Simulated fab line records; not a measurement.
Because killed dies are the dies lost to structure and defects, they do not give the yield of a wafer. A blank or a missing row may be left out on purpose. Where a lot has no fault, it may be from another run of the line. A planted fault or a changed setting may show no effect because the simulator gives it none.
Chamber matching | flow nandHarc | NHARC_A_STAIRCASE_ALD_415 on aldHk-01: 4 sister chambers
The step deposits SiO2, target thk 30 nm, pulse time 6 s, ald cycles 300. 4 wafers are shown with their chamber, then 7 later ones without.

## WAFERS, EACH WITH ITS CHAMBER
wafer  | chamber | heaterPowerW (W)
L077.6 | 3       | 507
L087.5 | 1       | 450
L091.2 | 2       | 508
L091.3 | 0       | 436

## WAFERS WITHOUT THEIR CHAMBER
wafer  | heaterPowerW (W)
L091.4 | 502
L090.2 | 456
L090.5 | 520
L090.6 | 452
L094.2 | 507
L094.3 | 506
L094.5 | 451

## WHICH CHAMBER EACH ONE RAN IN
wafer  | from the rows above     | in truth
L091.4 | can't be placed: 3 or 2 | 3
L090.2 | 1                       | 1
L090.5 | can't be placed: 2 or 3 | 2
L090.6 | 1                       | 1
L094.2 | can't be placed: 3 or 2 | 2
L094.3 | can't be placed: 3 or 2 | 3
L094.5 | 1                       | 1
3 of 7 placed correctly. Cannot be placed on the basis of these rows: 4; the candidates contain the true chamber in 4. Wrongly placed: 0.
How it was worked out, from the rows above alone: a wafer's distance from a chamber is the root of the sum, over the readings, of the square of ((its reading less the chamber's mean) divided by the reading's scatter). The wafer belongs to the nearest chamber; if the next one is less than 2 further off, it can't be placed. A chamber's mean is the mean of its shown wafers. The scatter: with one shown wafer a chamber, the root of the mean of the squares of how far each hidden wafer lies from its nearest shown one.
